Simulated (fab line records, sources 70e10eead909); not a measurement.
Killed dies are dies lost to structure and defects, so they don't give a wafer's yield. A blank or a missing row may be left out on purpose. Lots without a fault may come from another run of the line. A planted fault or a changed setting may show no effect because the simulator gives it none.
fab line records | flow nand_harc
record lots=24 wafers=72 last_day=24
route steps=1159 shown A_CHANNEL_FILL_D1@507 A_STAIRCASE@533
lots that met no fault: from a run of the same line without faults
start_h: hours from the record's first day to the start of the lot's first wafer shown | wait_h: hours since the lot's step before | " the same as in the row above | L1.1+2: a row that stands for several wafers | - no value, or no start given | * or withheld: withheld | < > ~ a bound
route shown NAME@n: a module of which the file shows steps, and the number in the route of the first | usual: mean/standard deviation of fault-free wafers | same: alike in all rows | chamber/n: place in a boat | sites: the reading at each site | _std_site: their standard deviation | _edge_site: outer sites' mean less inner sites' | radius_mm: how far each site lies from the wafer's centre | mask NAME#n: copy n | behind: the tool/chamber that last shaped the wafer | hold: why the lot was held/for how many hours/how that ended | device: the transistor (n, p or np) that didn't switch | end of line: the same wafers' tests at the end of the route | a step without rows: its recipe alone | killed: dies lost to structure and defects at the first sort, not the wafer's yield | map: a wafer's dies, x killed, . not, _ none there
set.NAME: the setting as run; set.NAME@STEP: as run at that earlier step | model.NAME: the simulator's own value behind a step, which no gauge read
steps of the route over a sample of lots; a table a step, a row a wafer
services: from which hour (start_h, from the record's first day; less than 0 if before it) a tool's chamber was out of use, for how many hours, and why
## steps
# step NHARC_A_CHANNEL_FILL_D1_ALD_25
# recipe target_thk_a=600 pulse_time_s=10 ald_cycles=600 temp_c=300 material=SiOx
# usual heater_power_w=471/37 precursor_pulse_height_rel=1.000/0.02
# columns lot.wafer tool chamber start_h wait_h heater_power_w precursor_pulse_height_rel
L075.2 ald_hk-03 3 231.78 0.7 526 1.000
L075.5 " 2 233.65 2.5 524 1.001
L075.6 " 3 " " 506 1.008
L074.2 ald_hk-04 1 231.80 0.7 394 0.970
L074.3 " 3 233.05 1.9 467 1.007
L074.5 " 0 " " 471 1.045
L076.2 ald_hk-03 3 235.48 0.1 510 0.960
L076.1 " 2 237.34 1.9 518 1.020
L076.6 " 3 " " 516 1.017
L077.2 ald_hk-04 2 235.49 0.1 483 0.985
L077.4 " 0 236.73 1.3 476 0.985
L077.3 " 1 " " 376 0.978
L078.1 ald_hk-02 1 247.72 0.1 529 0.971
L078.2 " 2 " " 482 0.995
L078.3 " 3 " " 477 1.008
L080.2 ald_hk-04 3 258.70 0.2 474 1.007
L080.1 " 1 259.94 1.4 392 0.974
L080.6 " 0 261.79 3.3 482 0.995
L081.2 ald_hk-03 3 259.16 0.7 508 0.990
L081.3 " 0 " " 459 0.983
L081.5 " 3 261.63 3.1 494 0.986
L079.4 ald_hk-03 0 262.68 0.2 472 1.006
L079.2 " 2 263.89 1.4 518 1.007
L079.3 " 3 " " 507 1.030
L082.3 ald_hk-03 3 269.40 0.7 507 0.965
L082.2 " 1 270.64 1.9 476 0.983
L082.5 " 2 " " 499 1.026
L084.1 ald_hk-03 1 277.72 0.1 486 1.023
L084.2 " 3 278.97 1.3 516 1.017
L084.6 " 1 280.21 2.5 478 0.977
L083.4 ald_hk-04 1 277.75 0.1 402 0.977
L083.2 " 2 " " 497 0.989
L083.3 " 0 279.61 1.9 469 1.011
L088.4 ald_hk-02 1 300.14 1.8 506 0.970
L088.5 " 3 301.38 3.0 462 0.995
L088.6 " 0 " " 409 1.051
L087.2 ald_hk-03 0 300.31 2.0 473 1.032
L087.3 " 1 " " 469 1.011
L087.5 " 3 302.16 3.8 516 1.035
L085.3 ald_hk-04 1 301.65 3.3 386 1.002
L085.2 " 2 " " 494 0.985
L085.5 " 0 303.49 5.1 474 0.995
L090.1 ald_hk-04 2 313.81 0.1 495 0.999
L090.5 " 2 316.26 2.5 501 1.012
L090.6 " 3 " " 471 0.996
L089.2 ald_hk-02 2 313.81 0.1 448 0.980
L089.3 " 0 315.03 1.3 410 1.003
L089.1 " 1 " " 503 1.030
L086.3 ald_hk-03 0 313.81 0.1 471 0.981
L086.6 " 0 316.27 2.5 473 0.983
L086.5 " 1 " " 470 0.990
L094.2 ald_hk-04 1 327.41 1.2 403 1.002
L094.3 " 3 328.66 2.5 463 1.005
L094.6 " 0 " " 495 0.997
L091.2 ald_hk-02 3 328.35 2.1 458 1.010
L091.6 " 0 " " 417 0.996
L091.5 " 1 " " 504 0.995
L092.4 ald_hk-02 2 330.79 4.6 433 1.023
L092.1 " 3 " " 490 0.976
L092.2 " 0 " " 410 0.987
L093.3 ald_hk-02 1 334.88 1.7 514 0.994
L093.6 " 0 336.72 3.5 410 1.006
L093.5 " 1 " " 508 0.991
L097.4 ald_hk-02 2 357.56 0.0 449 1.014
L097.2 " 3 " " 476 1.028
L097.1 " 1 359.39 1.9 496 0.947
L096.2 ald_hk-03 0 363.36 0.6 485 1.004
L096.3 " 1 " " 453 1.008
L096.6 " 0 365.84 3.1 492 0.990
L095.2 ald_hk-04 2 363.38 0.7 508 0.992
L095.1 " 0 364.61 1.9 482 1.041
L095.5 " 2 365.85 3.1 509 0.971
# step NHARC_A_CHANNEL_FILL_D1_CMP_10
# recipe target_thk_nm=150
# usual motor_current_A=12.1/0.71 time_to_endpoint_s=15.0/2.3
# columns lot.wafer tool chamber start_h wait_h motor_current_A time_to_endpoint_s
L074.3 cmp-03 2 242.61 0.4 11.0 14.8
L074.2 " 0 " " 13.2 14.3
L074.5 " 2 " " 11.3 15.9
L075.2 cmp-01 1 242.68 0.4 12.2 14.1
L075.6 " 2 " " 12.3 17.0
L075.5 " 3 " " 11.6 14.4
L076.2 cmp-03 1 246.78 0.4 11.8 16.0
L076.1 " 3 " " 12.7 15.8
L076.6 " 1 " " 11.4 15.2
L077.4 cmp-04 1 246.80 0.4 13.1 14.4
L077.2 " 2 " " 10.8 9.5
L077.3 " 3 " " 12.6 13.7
L078.2 cmp-04 2 259.25 0.4 10.9 12.4
L078.1 " 3 " " 12.5 14.8
L078.3 " 1 " " 12.6 15.5
L080.1 cmp-03 2 270.00 0.4 11.1 20.1
L080.2 " 3 " " 13.1 16.8
L080.6 " 2 " " 11.0 18.4
L081.3 cmp-01 3 270.05 0.4 12.4 11.5
L081.2 " 0 " " 11.6 14.7
L081.5 " 2 " " 12.0 14.2
L079.4 cmp-01 2 274.05 0.4 12.6 17.0
L079.2 " 3 " " 12.0 15.3
L079.3 " 1 " " 12.2 15.8
L082.2 cmp-04 2 280.29 0.4 10.9 9.4
L082.3 " 3 " " 12.3 11.2
L082.5 " 0 " " 12.9 12.6
L084.2 cmp-04 0 289.15 0.4 12.4 16.4
L084.1 " 1 " " 13.3 15.2
L084.6 " 1 " " 12.8 15.5
L083.3 cmp-01 2 289.26 0.5 12.1 13.8
L083.2 " 3 " " 11.7 12.9
L083.4 " 0 " " 11.5 18.7
L087.2 cmp-04 0 310.42 0.4 12.5 13.0
L087.3 " 1 " " 13.8 13.9
L087.5 " 0 " " 12.7 14.2
L085.2 cmp-01 0 310.45 0.4 11.1 18.2
L085.3 " 1 " " 11.7 16.3
L085.5 " 0 " " 11.3 20.2
L088.4 cmp-03 1 310.50 0.4 10.8 19.2
L088.6 " 2 " " 11.5 19.6
L088.5 " 3 " " 12.0 16.1
L090.1 cmp-04 1 325.18 0.4 12.9 12.2
L090.6 " 1 " " 13.4 12.3
L090.5 " 2 " " 11.2 11.5
L089.3 cmp-03 0 325.21 0.4 12.7 15.2
L089.1 " 1 " " 10.9 16.8
L089.2 " 2 " " 11.8 17.3
L086.3 cmp-03 3 325.40 0.6 12.5 12.9
L086.6 " 0 " " 12.9 14.7
L086.5 " 1 " " 12.0 16.2
L094.3 cmp-03 3 338.29 0.4 12.2 13.6
L094.2 " 1 " " 11.3 19.6
L094.6 " 3 " " 11.6 16.9
L091.2 cmp-04 1 338.32 0.4 12.5 15.5
L091.5 " 3 " " 12.7 13.8
L091.6 " 0 " " 13.1 14.2
L092.2 cmp-03 0 341.61 0.4 12.7 13.6
L092.1 " 1 " " 10.9 14.9
L092.4 " 2 " " 10.5 15.0
L093.3 cmp-03 2 345.69 0.4 11.4 15.3
L093.5 " 3 " " 11.8 11.1
L093.6 " 0 " " 13.1 13.2
L097.1 cmp-01 2 368.99 0.4 12.2 17.6
L097.4 " 0 " " 11.3 22.2
L097.2 " 1 " " 11.8 16.8
L095.1 cmp-04 2 374.17 0.4 10.8 12.3
L095.2 " 1 " " 12.9 13.7
L095.5 " 2 " " 11.1 12.5
L096.3 cmp-01 2 374.21 0.4 13.0 15.5
L096.2 " 0 " " 11.7 15.3
L096.6 " 1 " " 12.6 15.1
# step NHARC_A_STAIRCASE_STRIP_171
# recipe power_w=1500 temp_c=250 chemistry=O2
# usual drypump_motor_current_A=5.6/0.59 heater_power_w=319/19
# columns lot.wafer tool chamber start_h wait_h drypump_motor_current_A heater_power_w rf_hours_counter_h
L074.2 plasma_asher-02 0 245.09 - 4.9 301 14
L074.3 " 1 " " 6.1 340 -
L074.5 " 1 " " 6.1 338 -
L075.2 plasma_asher-01 1 245.27 - 6.3 308 48
L075.6 " 0 " " 5.2 331 -
L075.5 " 1 " " 6.3 304 -
L077.2 plasma_asher-01 1 248.97 - 6.3 310 48
L077.4 " 1 " " 6.3 314 -
L077.3 " 0 " " 5.2 336 -
L076.1 plasma_asher-01 1 249.35 - 6.3 308 48
L076.2 " 0 " " 5.3 333 48
L076.6 " 1 " " 6.3 307 -
L078.1 plasma_asher-01 0 261.50 - 5.2 334 54
L078.2 " 1 " " 6.3 307 54
L078.3 " 0 " " 5.2 342 -
L081.2 plasma_asher-01 0 271.85 - 5.2 335 58
L081.3 " 1 " " 6.3 307 -
L081.5 " 1 " " 6.3 299 -
L080.1 plasma_asher-02 1 272.11 - 6.1 335 25
L080.2 " 0 " " 4.8 309 25
L080.6 " 1 " " 6.1 339 -
L079.2 plasma_asher-02 0 276.08 - 4.9 307 25
L079.3 " 1 " " 6.1 345 -
L079.4 " 0 " " 4.9 298 -
L082.2 plasma_asher-02 1 282.33 - 6.1 337 29
L082.3 " 1 " " 6.1 345 -
L082.5 " 1 " " 6.1 340 -
L084.2 plasma_asher-02 1 291.18 - 6.1 333 33
L084.1 " 0 " " 4.9 291 33
L084.6 " 0 " " 4.9 304 -
L083.2 plasma_asher-02 1 291.47 - 6.1 337 33
L083.4 " 1 " " 6.1 342 -
L083.3 " 0 " " 4.9 298 -
L087.2 plasma_asher-02 1 312.44 - 6.1 328 39
L087.3 " 1 " " 6.1 330 -
L087.5 " 0 " " 4.9 288 -
L088.4 plasma_asher-01 1 312.79 - 6.3 302 -
L088.5 " 1 " " 6.3 301 -
L088.6 " 0 " " 5.2 339 -
L085.2 plasma_asher-02 0 312.92 - 4.9 306 39
L085.3 " 0 " " 4.9 307 -
L085.5 " 0 " " 4.9 306 -
L090.1 plasma_asher-02 1 327.81 - 6.1 327 44
L090.5 " 0 " " 4.8 312 -
L090.6 " 1 " " 6.1 334 -
L089.2 plasma_asher-01 1 328.04 - 6.3 302 14
L089.1 " 0 " " 5.2 346 14
L089.3 " 0 " " 5.2 349 -
L086.3 plasma_asher-02 0 328.19 - 4.9 295 -
L086.5 " 1 " " 6.1 339 -
L086.6 " 0 " " 4.9 303 -
L094.2 plasma_asher-02 1 340.74 - 6.1 337 48
L094.3 " 0 " " 4.9 308 -
L094.6 " 0 " " 4.9 307 -
L091.2 plasma_asher-01 1 340.91 - 6.3 298 19
L091.5 " 0 " " 5.3 341 -
L091.6 " 1 " " 6.3 298 -
L092.1 plasma_asher-01 1 343.78 - 6.2 291 21
L092.2 " 0 " " 5.2 343 21
L092.4 " 1 " " 6.2 297 -
L093.3 plasma_asher-02 1 348.29 - 6.1 344 -
L093.6 " 0 " " 4.9 304 -
L093.5 " 1 " " 6.1 337 -
L097.2 plasma_asher-01 0 370.97 - 5.2 331 30
L097.1 " 1 " " 6.3 290 30
L097.4 " 0 " " 5.3 337 -
L095.2 plasma_asher-01 1 376.21 - 6.3 288 31
L095.1 " 0 " " 5.2 338 31
L095.5 " 1 " " 6.3 294 -
L096.2 plasma_asher-01 1 376.49 - 6.3 305 32
L096.3 " 1 " " 6.3 291 -
L096.6 " 0 " " 5.2 344 -
# step NHARC_A_STAIRCASE_DESCUM_186
# recipe time_s=3 o2_flow_sccm=200 ar_flow_sccm=0 bias_power_w=0 chemistry=O2
# usual drypump_motor_current_A=5.9/0.37 oes_product_au=1.000/0.0079 rf_vpp_V=57.9/0.93 showerhead_plenum_p_Torr=1.94/0.093 throttle_valve_pct=11.311/0.0087
# same time_s=3
# columns lot.wafer tool chamber start_h wait_h drypump_motor_current_A oes_product_au rf_hours_counter_h rf_vpp_V showerhead_plenum_p_Torr throttle_valve_pct
L074.2 rie_diel-12 1 250.16 - 5.9 0.998 11 58.3 2.05 11.316
L074.3 " 3 " " 5.5 1.007 13 59.9 2.00 11.299
L074.5 " 1 " " 5.9 1.001 - 59.3 2.05 11.309
L075.2 rie_diel-05 3 250.61 - 6.6 0.998 22 57.2 1.91 11.315
L075.6 " 3 " " 6.6 1.001 - 58.5 1.91 11.307
L075.5 " 0 " " 5.8 0.988 - 57.2 1.95 11.307
L077.3 rie_diel-12 3 255.98 - 5.5 1.010 16 57.8 2.00 11.314
L077.4 " 0 " " 5.8 0.996 15 58.0 2.07 11.322
L077.2 " 1 " " 5.9 1.008 15 56.6 2.05 11.312
L076.1 rie_diel-02 1 256.02 - 6.3 0.999 37 56.9 1.79 11.318
L076.2 " 3 " " 6.4 1.000 35 57.0 1.79 11.317
L076.6 " 1 " " 6.3 1.015 - 57.6 1.79 11.312
L078.2 rie_diel-12 3 267.45 - 5.5 0.998 20 57.6 2.00 11.310
L078.3 " 0 " " 5.7 0.989 19 59.5 2.07 11.307
L078.1 " 1 " " 5.9 0.998 19 57.4 2.05 11.308
L081.2 rie_diel-12 0 277.00 - 5.8 1.005 21 59.6 2.07 11.305
L081.3 " 3 " " 5.4 0.994 22 57.1 2.00 11.295
L081.5 " 0 " " 5.8 0.996 - 58.2 2.07 11.309
L080.2 rie_diel-02 3 277.39 - 6.4 1.009 41 57.7 1.79 11.305
L080.1 " 0 " " 5.7 1.008 40 56.9 1.80 11.302
L080.6 " 2 " " 5.3 1.013 - 58.9 1.89 11.322
L079.3 rie_diel-05 0 281.71 - 5.8 1.003 39 58.0 1.95 11.307
L079.4 " 1 " " 5.9 1.008 39 57.0 1.91 11.318
L079.2 " 2 " " 6.1 0.994 42 59.1 2.02 11.312
L082.2 rie_diel-02 0 289.12 - 5.7 1.011 46 57.6 1.80 11.317
L082.3 " 3 " " 6.4 1.007 47 55.0 1.79 11.310
L082.5 " 1 " " 6.3 1.010 - 56.1 1.79 11.323
L083.3 rie_diel-12 0 297.52 - 5.8 0.992 32 58.0 2.07 11.299
L083.2 " 1 " " 5.9 1.007 30 58.7 2.05 11.327
L083.4 " 3 " " 5.5 0.993 32 57.5 2.00 11.319
L084.1 rie_diel-05 3 298.78 - 6.6 0.989 44 58.3 1.90 11.306
L084.2 " 0 " " 5.8 0.990 48 57.7 1.95 11.314
L084.6 " 0 " " 5.9 0.997 - 57.2 1.95 11.316
L088.4 rie_diel-12 0 318.47 - 5.8 0.983 39 59.2 2.06 11.315
L088.5 " 0 " " 5.8 0.988 - 57.1 2.06 11.291
L088.6 " 1 " " 5.9 0.999 - 58.5 2.05 11.312
L085.3 rie_diel-02 0 319.17 - 5.7 0.995 54 56.9 1.79 11.315
L085.2 " 1 " " 6.3 1.012 53 56.6 1.79 11.307
L085.5 " 3 " " 6.4 1.008 - 57.3 1.79 11.316
L087.3 rie_diel-12 1 319.68 - 5.9 1.007 37 57.2 2.05 11.317
L087.2 " 2 " " 5.8 1.007 38 58.7 1.93 11.304
L087.5 " 0 " " 5.8 0.995 - 57.1 2.06 11.307
L089.3 rie_diel-05 0 333.69 - 5.8 0.982 62 58.2 1.94 11.316
L089.1 " 2 " " 6.1 1.001 61 60.3 2.01 11.296
L089.2 " 3 " " 6.6 0.989 57 58.6 1.90 11.313
L090.1 rie_diel-12 3 334.68 - 5.5 0.998 45 58.0 1.99 11.307
L090.5 " 0 " " 5.8 0.993 - 58.4 2.06 11.310
L090.6 " 1 " " 5.9 0.994 - 59.3 2.04 11.310
L086.3 rie_diel-05 3 335.33 - 6.6 0.994 58 57.7 1.90 11.316
L086.5 " 2 " " 6.2 0.996 - 56.7 2.01 11.306
L086.6 " 3 " " 6.6 0.990 - 56.9 1.90 11.313
L091.2 rie_diel-02 0 347.05 - 5.7 1.008 5 57.9 1.79 11.318
L091.6 " 2 " " 5.3 0.986 - 57.9 1.88 11.320
L091.5 " 3 " " 6.4 0.999 - 58.7 1.78 11.316
L094.2 rie_diel-12 1 347.82 - 5.9 1.003 51 58.2 2.04 11.312
L094.3 " 3 " " 5.5 0.993 52 58.0 1.99 11.315
L094.6 " 3 " " 5.5 1.002 - 58.8 1.99 11.329
L092.4 rie_diel-02 0 349.41 - 5.7 1.006 6 56.8 1.79 11.308
L092.1 " 1 " " 6.3 0.998 4 56.7 1.78 11.310
L092.2 " 2 " " 5.2 0.987 7 58.8 1.88 11.308
L093.3 rie_diel-12 3 353.91 - 5.5 1.002 55 56.8 1.99 11.331
L093.6 " 1 " " 5.9 1.001 - 57.9 2.04 11.303
L093.5 " 3 " " 5.5 1.002 - 58.2 1.99 11.321
L097.4 rie_diel-05 0 376.19 - 5.8 1.004 9 57.9 1.94 11.333
L097.1 " 1 " " 5.9 1.009 9 57.6 1.90 11.307
L097.2 " 2 " " 6.2 1.010 6 58.8 2.01 11.309
L095.1 rie_diel-05 0 381.59 - 5.8 0.999 12 58.9 1.94 11.300
L095.2 " 2 " " 6.2 1.004 8 58.9 2.01 11.320
L095.5 " 3 " " 6.6 1.000 - 58.3 1.90 11.305
L096.3 rie_diel-05 3 381.63 - 6.7 1.005 13 60.0 1.90 11.310
L096.2 " 1 " " 5.9 1.003 11 58.8 1.90 11.288
L096.6 " 3 " " 6.7 1.007 - 57.5 1.90 11.307
# step NHARC_A_STAIRCASE_TRIM_193
# recipe time_s=211.2 o2_flow_sccm=500 ar_flow_sccm=0 bias_w=0 chemistry=O2
# usual drypump_motor_current_A=5.9/0.37 oes_product_au=0.999/0.0075 rf_vpp_V=57.8/0.88 showerhead_plenum_p_Torr=3.57/0.16 throttle_valve_pct=17.037/0.0098
# same time_s=211.2
# columns lot.wafer tool chamber start_h wait_h drypump_motor_current_A oes_product_au rf_hours_counter_h rf_vpp_V showerhead_plenum_p_Torr throttle_valve_pct
L074.2 rie_diel-12 3 - - 5.5 0.996 13 57.7 3.68 17.027
L074.3 " 1 " " 5.9 0.997 12 58.6 3.77 17.043
L074.5 " 3 " " 5.5 0.995 - 58.5 3.68 17.030
L075.2 rie_diel-05 1 - - 5.9 0.997 29 58.9 3.53 17.043
L075.6 " 2 " " 6.2 0.997 - 57.9 3.71 17.028
L075.5 " 3 " " 6.6 1.005 - 57.8 3.53 17.039
L076.1 rie_diel-02 0 - - 5.7 1.003 34 56.4 3.33 17.030
L076.2 " 1 " " 6.3 1.014 37 57.2 3.32 17.050
L076.6 " 0 " " 5.7 1.006 - 56.6 3.33 17.031
L077.2 rie_diel-12 3 - - 5.5 0.997 17 57.6 3.68 17.031
L077.4 " 0 " " 5.8 0.990 16 60.2 3.80 17.037
L077.3 " 1 " " 5.9 1.004 16 59.5 3.77 17.028
L078.3 rie_diel-12 2 - - 5.8 1.006 20 58.7 3.57 17.025
L078.2 " 3 " " 5.5 1.004 20 57.9 3.68 17.040
L078.1 " 0 " " 5.8 0.997 19 57.9 3.80 17.032
L081.2 rie_diel-12 2 - - 5.8 0.994 22 56.7 3.57 17.050
L081.3 " 0 " " 5.7 0.982 22 58.8 3.80 17.054
L081.5 " 1 " " 5.9 0.995 - 58.3 3.76 17.049
L080.2 rie_diel-02 0 - - 5.7 0.999 41 57.6 3.33 17.029
L080.1 " 1 " " 6.3 1.012 44 56.2 3.31 17.041
L080.6 " 0 " " 5.7 0.999 - 57.4 3.33 17.027
L079.4 rie_diel-05 0 - - 5.8 1.000 40 57.6 3.59 17.043
L079.3 " 1 " " 5.9 1.003 39 58.4 3.53 17.024
L079.2 " 2 " " 6.2 0.995 42 59.0 3.70 17.046
L082.3 rie_diel-02 2 - - 5.3 0.997 48 57.0 3.48 17.032
L082.2 " 3 " " 6.4 1.006 48 57.8 3.31 17.040
L082.5 " 0 " " 5.7 1.003 - 58.7 3.33 17.041
L083.2 rie_diel-12 1 - - 5.9 0.992 31 59.2 3.76 17.027
L083.4 " 3 " " 5.5 1.004 32 59.7 3.67 17.033
L083.3 " 0 " " 5.8 0.992 32 59.4 3.79 17.044
L084.1 rie_diel-05 2 - - 6.1 0.994 50 57.1 3.70 17.058
L084.2 " 1 " " 5.9 1.001 48 56.6 3.52 17.046
L084.6 " 2 " " 6.2 0.998 - 58.1 3.70 17.036
L088.4 rie_diel-12 2 - - 5.8 0.999 38 57.6 3.56 17.030
L088.5 " 3 " " 5.5 0.998 - 57.0 3.66 17.026
L088.6 " 0 " " 5.7 0.985 - 57.9 3.79 17.030
L085.3 rie_diel-02 2 - - 5.3 0.997 58 58.4 3.47 17.029
L085.2 " 3 " " 6.4 1.006 57 56.7 3.31 17.053
L085.5 " 1 " " 6.3 1.002 - 57.9 3.31 17.034
L087.3 rie_diel-12 0 - - 5.8 0.975 40 58.1 3.78 17.056
L087.2 " 3 " " 5.5 0.989 40 56.5 3.66 17.046
L087.5 " 1 " " 5.9 1.002 - 56.8 3.75 17.043
L089.3 rie_diel-05 0 - - 5.8 0.995 63 58.4 3.58 17.036
L089.1 " 1 " " 5.9 1.001 60 58.2 3.52 17.046
L089.2 " 2 " " 6.2 0.994 62 58.1 3.69 17.029
L086.3 rie_diel-05 2 - - 6.2 1.000 63 56.8 3.69 17.049
L086.6 " 2 " " 6.2 0.993 - 58.7 3.69 17.027
L086.5 " 3 " " 6.7 0.996 - 58.9 3.51 17.049
L090.1 rie_diel-12 3 - - 5.5 0.986 46 58.3 3.66 17.037
L090.5 " 1 " " 5.9 1.003 - 58.1 3.75 17.026
L090.6 " 2 " " 5.8 0.986 - 56.8 3.55 17.033
L091.2 rie_diel-02 1 - - 6.3 0.988 3 57.2 3.30 17.035
L091.6 " 1 " " 6.2 0.997 - 59.1 3.30 17.024
L091.5 " 2 " " 5.3 0.986 - 56.4 3.47 17.048
L094.2 rie_diel-12 1 - - 5.9 1.009 52 57.3 3.75 17.041
L094.3 " 3 " " 5.5 0.997 53 57.0 3.66 17.042
L094.6 " 1 " " 5.9 1.003 - 57.7 3.75 17.051
L092.1 rie_diel-02 2 - - 5.3 0.990 8 57.9 3.47 17.016
L092.2 " 3 " " 6.4 1.003 8 57.3 3.30 17.039
L092.4 " 0 " " 5.7 1.011 8 57.4 3.32 17.035
L093.3 rie_diel-12 1 - - 5.9 0.985 55 58.1 3.74 17.032
L093.6 " 1 " " 5.9 1.002 - 56.9 3.74 17.022
L093.5 " 3 " " 5.5 0.999 - 59.0 3.65 17.062
L097.4 rie_diel-05 2 - - 6.2 1.014 6 58.5 3.69 17.029
L097.2 " 3 " " 6.6 1.008 10 58.0 3.50 17.028
L097.1 " 0 " " 5.8 0.998 9 58.7 3.57 17.053
L095.1 rie_diel-05 3 - - 6.6 1.009 14 58.4 3.50 17.029
L095.2 " 1 " " 5.9 1.014 12 57.6 3.51 17.031
L095.5 " 3 " " 6.7 1.004 - 57.7 3.50 17.034
L096.3 rie_diel-05 0 - - 5.8 1.004 13 57.2 3.57 17.046
L096.2 " 2 " " 6.2 1.002 9 58.4 3.68 17.029
L096.6 " 0 " " 5.8 0.996 - 56.9 3.57 17.036
# step NHARC_A_STAIRCASE_TRIM_200
# recipe time_s=211.2 o2_flow_sccm=500 ar_flow_sccm=0 bias_w=0 chemistry=O2
# usual drypump_motor_current_A=5.9/0.37 oes_product_au=0.999/0.0069 rf_vpp_V=57.7/0.87 showerhead_plenum_p_Torr=3.53/0.17 throttle_valve_pct=17.036/0.0091
# same time_s=211.2
# columns lot.wafer tool chamber start_h wait_h drypump_motor_current_A oes_product_au rf_hours_counter_h rf_vpp_V showerhead_plenum_p_Torr throttle_valve_pct
L074.3 rie_diel-05 1 - - 6.0 0.999 29 57.9 3.53 17.016
L074.2 " 3 " " 6.6 0.999 23 56.3 3.53 17.046
L074.5 " 0 " " 5.8 0.992 - 57.6 3.60 17.036
L075.2 rie_diel-05 0 - - 5.8 0.991 28 58.6 3.60 17.029
L075.5 " 0 " " 5.8 0.997 - 57.4 3.60 17.035
L075.6 " 1 " " 5.9 1.002 - 57.4 3.53 17.023
L076.1 rie_diel-02 1 - - 6.3 1.012 38 57.1 3.32 17.029
L076.2 " 0 " " 5.7 0.996 35 57.1 3.33 17.018
L076.6 " 1 " " 6.3 1.013 - 57.0 3.32 17.043
L077.2 rie_diel-05 2 - - 6.1 0.994 35 58.8 3.71 17.040
L077.4 " 3 " " 6.6 1.004 28 57.6 3.52 17.040
L077.3 " 1 " " 5.9 1.008 32 58.9 3.53 17.023
L078.3 rie_diel-02 3 - - 6.4 0.999 39 58.4 3.32 17.036
L078.1 " 0 " " 5.7 0.999 38 57.9 3.33 17.037
L078.2 " 1 " " 6.3 0.999 41 56.4 3.32 17.055
L081.3 rie_diel-12 0 - - 5.8 0.986 22 57.8 3.80 17.041
L081.2 " 1 " " 5.9 0.996 22 59.1 3.76 17.038
L081.5 " 1 " " 5.9 0.980 - 58.5 3.76 17.021
L080.2 rie_diel-02 3 - - 6.4 1.017 42 56.7 3.32 17.042
L080.1 " 1 " " 6.3 1.013 44 57.6 3.31 17.052
L080.6 " 3 " " 6.4 1.008 - 57.4 3.32 17.043
L079.3 rie_diel-12 0 - - 5.8 1.001 24 58.8 3.79 17.043
L079.4 " 1 " " 5.9 0.990 23 57.7 3.76 17.023
L079.2 " 2 " " 5.8 0.994 24 58.3 3.57 17.045
L082.3 rie_diel-05 0 - - 5.8 0.998 45 58.9 3.59 17.019
L082.2 " 1 " " 5.9 0.994 44 57.7 3.53 17.021
L082.5 " 2 " " 6.2 1.003 - 58.0 3.70 17.054
L083.3 rie_diel-12 2 - - 5.8 1.009 32 57.8 3.56 17.035
L083.2 " 3 " " 5.5 0.992 32 57.7 3.67 17.048
L083.4 " 0 " " 5.8 0.984 32 57.7 3.79 17.031
L084.1 rie_diel-12 3 - - 5.5 0.996 33 56.4 3.67 17.040
L084.2 " 1 " " 5.9 0.999 31 58.7 3.76 17.049
L084.6 " 3 " " 5.5 1.002 - 56.5 3.67 17.033
L088.4 rie_diel-02 3 - - 6.4 1.004 57 56.3 3.31 17.030
L088.6 " 3 " " 6.4 1.002 - 59.2 3.31 17.037
L088.5 " 0 " " 5.7 1.002 - 58.0 3.32 17.036
L085.3 rie_diel-02 3 - - 6.4 1.002 57 56.7 3.31 17.035
L085.2 " 0 " " 5.7 1.004 56 57.5 3.32 17.030
L085.5 " 2 " " 5.3 1.000 - 58.6 3.47 17.033
L087.3 rie_diel-02 3 - - 6.4 1.010 57 58.5 3.31 17.038
L087.2 " 1 " " 6.3 1.008 54 56.5 3.31 17.043
L087.5 " 3 " " 6.4 1.004 - 56.0 3.31 17.039
L089.3 rie_diel-05 3 - - 6.6 1.000 58 56.9 3.51 17.032
L089.1 " 0 " " 5.8 0.989 63 58.8 3.58 17.036
L089.2 " 1 " " 5.9 1.002 61 58.6 3.52 17.033
L086.3 rie_diel-12 3 - - 5.5 1.006 47 57.7 3.66 17.036
L086.5 " 2 " " 5.8 1.010 - 57.8 3.55 17.048
L086.6 " 3 " " 5.5 0.997 - 58.0 3.66 17.054
L090.1 rie_diel-02 2 - - 5.3 0.995 0 57.2 3.47 17.040
L090.5 " 2 " " 5.3 0.996 - 59.0 3.47 17.036
L090.6 " 3 " " 6.4 1.000 - 58.1 3.31 17.033
L091.2 rie_diel-02 2 - - 5.3 0.991 7 57.5 3.47 17.037
L091.6 " 0 " " 5.7 1.004 - 58.6 3.32 17.047
L091.5 " 1 " " 6.3 0.991 - 56.6 3.30 17.029
L094.3 rie_diel-12 3 - - 5.5 0.991 54 58.1 3.66 17.034
L094.2 " 1 " " 5.9 1.000 53 56.8 3.75 17.041
L094.6 " 1 " " 5.9 0.994 - 56.5 3.74 17.042
L092.1 rie_diel-05 1 - - 5.9 1.000 1 58.7 3.51 17.059
L092.2 " 2 " " 6.2 0.988 1 57.7 3.69 17.034
L092.4 " 3 " " 6.7 1.000 2 58.6 3.50 17.026
L093.3 rie_diel-12 3 - - 5.5 0.996 57 57.8 3.65 17.027
L093.6 " 0 " " 5.8 0.990 - 59.0 3.77 17.034
L093.5 " 3 " " 5.5 1.007 - 56.8 3.65 17.038
L097.2 rie_diel-12 0 - - 5.8 0.997 62 57.6 3.77 17.051
L097.4 " 1 " " 5.9 1.001 59 58.1 3.74 17.038
L097.1 " 3 " " 5.5 0.999 60 58.0 3.65 17.035
L095.1 rie_diel-05 1 - - 5.9 1.009 12 57.3 3.51 17.053
L095.2 " 3 " " 6.6 0.995 15 57.9 3.50 17.040
L095.5 " 1 " " 5.9 1.002 - 58.1 3.51 17.039
L096.2 rie_diel-02 0 - - 5.7 1.010 20 57.5 3.31 17.041
L096.3 " 2 " " 5.3 0.990 19 56.6 3.46 17.038
L096.6 " 0 " " 5.7 1.019 - 56.6 3.31 17.036
## services
# columns tool chamber start_h hours kind
cmp-04 - 222.94 1.9 repair
rie_diel-02 0 224.67 5.0 repair
rie_diel-02 3 227.64 13.0 repair
cmp-04 - 233.71 3.7 repair
cmp-03 - 255.48 4.0 pm
rie_diel-02 2 269.84 3.8 repair
plasma_asher-01 - 276.16 9.0 pm
cmp-03 - 288.45 1.5 repair
rie_diel-02 1 290.03 6.3 repair
cmp-04 - 290.66 0.5 repair
cmp-04 - 301.81 4.0 pm
cmp-03 - 314.90 1.3 repair
cmp-03 - 317.03 1.9 repair
rie_diel-02 - 328.07 9.0 pm
rie_diel-12 2 339.80 17.4 repair
rie_diel-05 - 340.66 9.0 pm
cmp-04 - 345.53 3.7 repair
plasma_asher-01 - 349.08 0.4 repair
ald_hk-03 - 351.92 0.4 repair
cmp-03 - 353.48 4.0 pm
rie_diel-05 2 360.06 14.7 repair
plasma_asher-02 - 360.17 9.0 pm
cmp-03 - 366.58 0.4 repair
rie_diel-12 - 379.51 9.0 pm
## key
fault none
